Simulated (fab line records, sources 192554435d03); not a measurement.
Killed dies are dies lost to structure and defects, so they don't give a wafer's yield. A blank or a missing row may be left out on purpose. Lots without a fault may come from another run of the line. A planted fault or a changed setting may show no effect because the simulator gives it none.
fab line records | flow n5_finfet | part 2 of 2: steps 7 to 7 of 7
record lots=8 wafers=24 last_day=20
route steps=1938 shown SD_EPI_N@294 SD_EPI_P@305 SD_ACTIVATION@330 BEOL_M4@1111 PASSIVATION@1936
lots that met no fault: from a run of the same line without faults
start_h: hours from the record's first day to the start of the lot's first wafer shown | wait_h: hours since the lot's step before | " the same as in the row above | L1.1+2: a row that stands for several wafers | - no value, or no start given | * or withheld: withheld | < > ~ a bound
route shown NAME@n: a module of which the file shows steps, and the number in the route of the first | usual: mean/standard deviation of fault-free wafers | same: alike in all rows | chamber/n: place in a boat | sites: the reading at each site | _std_site: their standard deviation | _edge_site: outer sites' mean less inner sites' | radius_mm: how far each site lies from the wafer's centre | mask NAME#n: copy n | behind: the tool/chamber that last shaped the wafer | hold: why the lot was held/for how many hours/how that ended | device: the transistor (n, p or np) that didn't switch | end of line: the same wafers' tests at the end of the route | a step without rows: its recipe alone | killed: dies lost to structure and defects at the first sort, not the wafer's yield | map: a wafer's dies, x killed, . not, _ none there
set.NAME: the setting as run; set.NAME@STEP: as run at that earlier step | model.NAME: the simulator's own value behind a step, which no gauge read
steps of the route over a sample of lots; a table a step, a row a wafer
services: from which hour (start_h, from the record's first day; less than 0 if before it) a tool's chamber was out of use, for how many hours, and why
## steps
# step N5_PASSIVATION_PROBE_49
# usual defect_limited_yield=91.2/1.3 killed_at_M0_to_M3=34/9.2 killed_at_M4_up=14/5 killed_at_contacts=13/6.7 killed_at_front_end=39/12 killed_at_other=4/3.3 killed_dies=104/15 killed_open=68/12 killed_short=34/7.5 sort_bin_5_function=5.2/0.87 sort_bin_6_memory=3.3/0.63 sort_bin_8_speed=0/0 sort_n_pass=1076/15 sort_yield_pct=91.2/1.3
# same gross_dies=1180 killed_at_back_side=0 sort_bin_4_leakage[%]=0
# columns lot.wafer tool chamber start_h wait_h defect_limited_yield[%] killed_at_M0_to_M3 killed_at_M4_up killed_at_contacts killed_at_front_end killed_at_other killed_dies killed_open killed_short sort_bin_5_function[%] sort_bin_6_memory[%] sort_bin_8_speed[%] sort_n_pass sort_yield_pct[%]
L151.2 prober-01 - 316.19 0.1 91.8 28 16 20 32 1 97 67 29 4.6 3.0 0 1083 91.8
L151.5 prober-01 - 316.34 0.2 89.8 63 16 8 30 3 120 64 53 5.3 4.2 0 1060 89.8
L151.6 prober-01 - 316.39 0.3 90.7 31 12 12 51 4 110 69 39 5.5 3.4 0 1070 90.7
L154.1 prober-01 - 341.28 0.0 91.4 25 19 12 40 6 102 60 37 5.1 3.1 0 1078 91.4
L154.2 prober-01 - 341.33 0.1 88.2 30 16 19 72 2 139 106 31 7.2 4.4 0 1041 88.2
L154.5 prober-01 - 341.48 0.2 89.3 31 21 9 61 4 126 82 39 5.5 4.9 0 1054 89.3
L163.1 prober-02 - 392.50 0.0 92.9 18 11 9 45 1 84 65 19 4.0 2.9 0 1096 92.9
L163.4 prober-02 - 392.65 0.2 89.7 27 15 8 66 5 121 85 36 6.8 3.2 0 1059 89.7
L163.6 prober-02 - 392.75 0.3 93.1 24 8 19 26 4 81 53 28 4.4 2.4 0 1099 93.1
L170.1 prober-01 - 435.61 0.0 91.5 37 12 20 25 6 100 66 28 5.1 2.9 91.19 4 0.3
L170.3 prober-01 - 435.71 0.1 91.9 42 16 4 30 3 95 67 27 4.9 2.8 91.95 0 0
L170.5 prober-01 - 435.81 0.2 92.9 27 21 11 22 3 84 66 13 4.2 2.8 92.88 0 0
L169.1 prober-02 - 438.03 0.5 91.8 27 10 7 50 3 97 52 40 4.6 3.0 91.78 0 0
L169.2 prober-02 - 438.08 0.5 90.6 34 16 8 46 7 111 74 31 5.6 3.5 90.59 0 0
L169.5 prober-02 - 438.23 0.7 91.7 23 15 12 36 12 98 58 36 5.5 2.4 91.69 0 0
L172.1 prober-01 - 461.53 0.0 91.4 36 18 8 39 1 102 58 41 4.7 3.5 0 1078 91.4
L172.2 prober-01 - 461.58 0.1 91.0 46 16 10 27 7 106 66 40 5.4 2.9 0 1074 91.0
L172.4 prober-01 - 461.68 0.2 92.3 30 16 15 28 2 91 66 25 4.6 3.1 0 1089 92.3
L173.1 prober-02 - 463.50 0.0 91.6 43 19 11 21 5 99 63 35 4.7 3.6 0 1081 91.6
L173.2 prober-02 - 463.55 0.1 89.6 41 16 18 45 3 123 75 42 6.2 3.4 0 1057 89.6
L173.3 prober-02 - 463.60 0.1 91.4 52 18 7 23 2 102 64 35 5.6 2.5 0 1078 91.4
L174.4 prober-01 - 469.37 0.2 92.0 28 12 4 49 1 94 64 30 4.6 3.0 0 1086 92.0
L174.5 prober-01 - 469.42 0.2 92.6 30 5 0 48 4 87 51 36 3.9 3.3 0 1093 92.6
L174.6 prober-01 - 469.47 0.3 93.2 30 9 6 34 1 80 51 29 4.1 2.5 0 1100 93.2
# killed by level:class
L151.2 MOL_CONTACT_COAG:geometric_particle:open=16 FIN_SAQP:geometric_particle:open=10 BEOL_M2:geometric_particle:open=8 BEOL_M4:geometric_particle:open=8 BEOL_M3:geometric_particle:open=6 STI_FIN_REVEAL:geometric_particle:open=5 GATE_CUT:geometric_particle:short=5 MOL_CONTACT_COAG:geometric_particle:short=4
L151.5 BEOL_M3:geometric_particle:short=14 BEOL_M3:geometric_particle:open=12 BEOL_M2:geometric_particle:short=10 BEOL_M4:geometric_particle:open=9 BEOL_M0_SAQP:geometric_particle:open=8 BEOL_M2:geometric_particle:open=7 FIN_SAQP:geometric_particle:short=6 MOL_CONTACT_COAG:geometric_particle:open=6
L151.6 FIN_SAQP:geometric_particle:open=17 FIN_SAQP:geometric_particle:short=14 STI_FIN_REVEAL:geometric_particle:open=7 MOL_CONTACT_COAG:geometric_particle:open=7 BEOL_M1:geometric_particle:open=6 BEOL_M4:geometric_particle:open=6 STARTING-WAFER:geometric_particle:open=5 MOL_CONTACT_COAG:geometric_particle:short=5
L154.1 MOL_CONTACT_COAG:geometric_particle:open=10 FIN_SAQP:geometric_particle:short=8 STI_FIN_REVEAL:geometric_particle:open=7 BEOL_M4:geometric_particle:open=7 BEOL_M3:geometric_particle:open=6 FIN_SAQP:geometric_particle:open=5 BEOL_M0_SAQP:geometric_particle:short=5 GATE_CUT:geometric_particle:short=4
L154.2 FIN_SAQP:geometric_particle:open=34 MOL_CONTACT_COAG:geometric_particle:open=16 STI_FIN_REVEAL:geometric_particle:open=11 FIN_SAQP:geometric_particle:short=9 BEOL_M3:geometric_particle:open=8 BEOL_M0_SAQP:geometric_particle:open=6 BEOL_M2:geometric_particle:open=6 DUMMY_GATE:geometric_particle:open=4
L154.5 STI_FIN_REVEAL:geometric_particle:open=15 FIN_SAQP:geometric_particle:open=14 FIN_SAQP:geometric_particle:short=9 BEOL_M4:geometric_particle:open=9 BEOL_M0_SAQP:geometric_particle:short=7 BEOL_M0_SAQP:geometric_particle:open=6 BEOL_M2:geometric_particle:open=6 GATE_CUT:geometric_particle:short=5
L163.1 STI_FIN_REVEAL:geometric_particle:open=22 MOL_CONTACT_COAG:geometric_particle:open=9 BEOL_M3:geometric_particle:open=8 FIN_SAQP:geometric_particle:open=6 BEOL_M4:geometric_particle:open=5 STI_FIN_REVEAL:geometric_particle:short=4 BEOL_M0_SAQP:geometric_particle:short=4 STARTING-WAFER:geometric_particle:open=4
L163.4 STI_FIN_REVEAL:geometric_particle:open=29 MOL_CONTACT_COAG:geometric_particle:open=7 BEOL_M0_SAQP:geometric_particle:short=7 FIN_SAQP:geometric_particle:short=6 FIN_SAQP:geometric_particle:open=6 GATE_CUT:geometric_particle:short=6 BEOL_M0_SAQP:geometric_particle:open=6 BEOL_M5:geometric_particle:open=6
L163.6 MOL_CONTACT_COAG:geometric_particle:open=17 BEOL_M3:geometric_particle:open=6 FIN_SAQP:geometric_particle:short=5 STI_FIN_REVEAL:geometric_particle:open=5 BEOL_M2:geometric_particle:open=4 BEOL_M5:geometric_particle:open=4 GATE_CUT:geometric_particle:short=3 BEOL_M0_SAQP:geometric_particle:open=3
L170.1 MOL_CONTACT_COAG:geometric_particle:open=17 BEOL_M0_SAQP:geometric_particle:open=10 BEOL_M3:geometric_particle:open=7 STI_FIN_REVEAL:geometric_particle:open=5 BEOL_M0_SAQP:geometric_particle:short=5 FIN_SAQP:geometric_particle:open=4 FIN_SAQP:geometric_particle:short=4 BEOL_M1:geometric_particle:open=4
L170.3 STI_FIN_REVEAL:geometric_particle:open=12 BEOL_M2:geometric_particle:open=12 BEOL_M0_SAQP:geometric_particle:short=9 BEOL_M3:geometric_particle:open=9 BEOL_M1:geometric_particle:open=5 BEOL_M5:geometric_particle:open=5 MOL_CONTACT_COAG:geometric_particle:open=4 GATE_CUT:geometric_particle:short=3
L170.5 MOL_CONTACT_COAG:geometric_particle:open=11 BEOL_M3:geometric_particle:open=11 STI_FIN_REVEAL:geometric_particle:open=10 BEOL_M4:geometric_particle:open=10 BEOL_M5:geometric_particle:open=6 BEOL_M1:geometric_particle:open=5 FIN_SAQP:geometric_particle:open=3 DUMMY_GATE:geometric_particle:open=3
L169.1 FIN_SAQP:geometric_particle:short=17 FIN_SAQP:geometric_particle:open=11 BEOL_M2:geometric_particle:open=10 DUMMY_GATE:geometric_particle:open=7 MOL_CONTACT_COAG:geometric_particle:open=6 BEOL_M3:geometric_particle:open=4 BEOL_M2:geometric_particle:short=3 STARTING-WAFER:geometric_particle:short=3
L169.2 FIN_SAQP:geometric_particle:open=12 FIN_SAQP:geometric_particle:short=11 BEOL_M2:geometric_particle:open=9 MOL_CONTACT_COAG:geometric_particle:open=7 BEOL_M0:geometric_particle:open=7 STI_FIN_REVEAL:geometric_particle:open=6 DUMMY_GATE:geometric_particle:open=5 BEOL_M5:geometric_particle:open=5
L169.5 FIN_SAQP:geometric_particle:short=14 MOL_CONTACT_COAG:geometric_particle:open=11 FIN_SAQP:geometric_particle:open=10 BEOL_M0_SAQP:geometric_particle:short=6 BEOL_M4:geometric_particle:open=5 GATE_CUT:geometric_particle:short=4 BEOL_M3:geometric_particle:open=4 BEOL_M5:geometric_particle:open=3
L172.1 BEOL_M4:geometric_particle:open=14 BEOL_M0_SAQP:geometric_particle:short=12 STI_FIN_REVEAL:geometric_particle:open=10 BEOL_M0_SAQP:geometric_particle:open=9 MOL_CONTACT_COAG:geometric_particle:open=6 BEOL_M3:geometric_particle:open=6 STARTING-WAFER:geometric_particle:short=5 FIN_SAQP:geometric_particle:short=3
L172.2 BEOL_M0_SAQP:geometric_particle:short=13 BEOL_M0_SAQP:geometric_particle:open=12 BEOL_M3:geometric_particle:open=10 MOL_CONTACT_COAG:geometric_particle:open=8 FIN_SAQP:geometric_particle:open=5 BEOL_M4:geometric_particle:open=5 STI_FIN_REVEAL:geometric_particle:open=4 BEOL_M2:geometric_particle:open=4
L172.4 MOL_CONTACT_COAG:geometric_particle:open=11 STI_FIN_REVEAL:geometric_particle:open=8 BEOL_M0_SAQP:geometric_particle:short=7 BEOL_M0_SAQP:geometric_particle:open=7 BEOL_M1:geometric_particle:open=7 BEOL_M4:geometric_particle:open=6 MOL_CONTACT_COAG:geometric_particle:short=4 BEOL_M3:geometric_particle:open=4
L173.1 BEOL_M2:geometric_particle:open=11 MOL_CONTACT_COAG:geometric_particle:open=9 BEOL_M0_SAQP:geometric_particle:short=9 BEOL_M4:geometric_particle:open=9 BEOL_M0_SAQP:geometric_particle:open=8 FIN_SAQP:geometric_particle:short=6 BEOL_M0:geometric_particle:open=5 BEOL_M3:geometric_particle:open=5
L173.2 MOL_CONTACT_COAG:geometric_particle:open=13 BEOL_M0_SAQP:geometric_particle:short=12 STI_FIN_REVEAL:geometric_particle:open=8 BEOL_M0_SAQP:geometric_particle:open=7 GATE_CUT:geometric_particle:open=6 BEOL_M2:geometric_particle:open=6 BEOL_M4:geometric_particle:open=6 BEOL_M0:geometric_particle:open=5
L173.3 BEOL_M0_SAQP:geometric_particle:short=17 BEOL_M0_SAQP:geometric_particle:open=11 BEOL_M3:geometric_particle:open=11 BEOL_M4:geometric_particle:open=8 BEOL_M0:geometric_particle:open=6 MOL_CONTACT_COAG:geometric_particle:open=5 BEOL_M4:geometric_particle:short=4 STI_FIN_REVEAL:geometric_particle:open=3
L174.4 STI_FIN_REVEAL:geometric_particle:open=11 GATE_CUT:geometric_particle:short=10 FIN_SAQP:geometric_particle:open=8 BEOL_M2:geometric_particle:open=6 BEOL_M3:geometric_particle:open=6 FIN_SAQP:geometric_particle:short=5 BEOL_M0_SAQP:geometric_particle:open=4 GATE_CUT:geometric_particle:open=4
L174.5 FIN_SAQP:geometric_particle:short=10 FIN_SAQP:geometric_particle:open=9 STI_FIN_REVEAL:geometric_particle:open=8 DUMMY_GATE:geometric_particle:open=7 BEOL_M0_SAQP:geometric_particle:short=6 BEOL_M2:geometric_particle:open=5 BEOL_M0:geometric_particle:open=4 STARTING-WAFER:geometric_particle:short=4
L174.6 FIN_SAQP:geometric_particle:short=12 BEOL_M1:geometric_particle:open=8 BEOL_M4:geometric_particle:open=8 BEOL_M0_SAQP:geometric_particle:open=7 MOL_CONTACT_COAG:geometric_particle:open=6 GATE_CUT:geometric_particle:short=5 BEOL_M0_SAQP:geometric_particle:short=4 BEOL_M3:geometric_particle:open=4
## services
# columns tool chamber start_h hours kind
rie_diel-02 0 44.84 6.4 repair
rie_diel-05 3 93.94 21.0 repair
rie_diel-02 1 107.68 15.5 repair
rie_diel-02 2 107.69 2.9 repair
rie_diel-05 2 115.16 - clean
rie_diel-05 2 115.16 - consumable_replace:focus_ring
rie_diel-05 2 115.16 17.7 scheduled_down
rie_diel-05 2 115.16 17.7 vent_cycle
rie_diel-02 - 151.09 15.6 pm
rie_diel-05 - 153.22 28.1 pm
rie_diel-02 0 173.56 - clean
rie_diel-02 0 173.56 - consumable_replace:focus_ring
rie_diel-02 0 173.56 25.7 scheduled_down
rie_diel-02 0 173.56 25.7 vent_cycle
rie_diel-05 3 189.24 1.3 repair
rie_diel-05 - 207.38 2.6 repair
rie_diel-05 1 213.83 14.7 repair
rie_diel-05 - 217.62 0.7 repair
## key
first_sign step=N5_SD_ACTIVATION_RTA_00 reading=tool_record direction=missing
effect step=N5_SD_ACTIVATION_RS_MEAS_03 reading=RS_SD_N direction=up sigmas=8.3 usual=21.87 struck=24.23
effect step=N5_BEOL_M4_RC_MEAS_101 reading=REXT_N direction=up sigmas=28 usual=75.0 struck=119.3
effect step=N5_BEOL_M4_RC_MEAS_101 reading=REXT_P direction=up sigmas=13 usual=100.4 struck=127.7
effect step=N5_BEOL_M4_RC_MEAS_101 reading=ION_N direction=down sigmas=11 usual=678 struck=590
effect step=N5_BEOL_M4_RC_MEAS_101 reading=RC_N direction=up sigmas=8.2 usual=15.39 struck=17.53
effect step=N5_BEOL_M4_RC_MEAS_101 reading=RC_DENSE_N direction=up sigmas=8.1 usual=18.9 struck=21.3
effect step=N5_BEOL_M4_RC_MEAS_101 reading=RS_SD_N direction=up sigmas=7.3 usual=28.3 struck=30.9
effect step=N5_BEOL_M4_RC_MEAS_101 reading=DIBL_N direction=down sigmas=6.6 usual=36.5 struck=28.3
effect step=N5_BEOL_M4_RC_MEAS_101 reading=ION_P direction=down sigmas=5.2 usual=466 struck=433
effect step=N5_BEOL_M4_RC_MEAS_101 reading=RS_SD_P direction=up sigmas=5 usual=65.6 struck=70.0
effect step=N5_BEOL_M4_RC_MEAS_101 reading=VT_N_LVT direction=up sigmas=5 usual=98.5 struck=111.4
effect step=N5_BEOL_M4_RC_MEAS_101 reading=VT_N direction=up sigmas=4.9 usual=249.2 struck=262.0
effect step=N5_BEOL_M4_RC_MEAS_101 reading=IOFF_N_85C direction=down sigmas=4.3 usual=3.1 struck=1.6
effect step=N5_PASSIVATION_PROBE_49 reading=sort_bin_8_speed direction=up sigmas=99+ usual=0 struck=91.68
met_at N5_SD_ACTIVATION_RTA_00
struck_lots L169,L170
not_acting_at N5_SD_EPI_N_INSPECT_26,N5_SD_EPI_P_INSPECT_11,N5_SD_EPI_P_ETCHBACK_46
onset_between 134.63 180.31
fault kind=skipped_step_whole tool=rtp_anneal-01,rtp_anneal-02 chamber=- onset_h=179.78 steps=N5_SD_ACTIVATION_RTA_00 scope=struck_lots_only
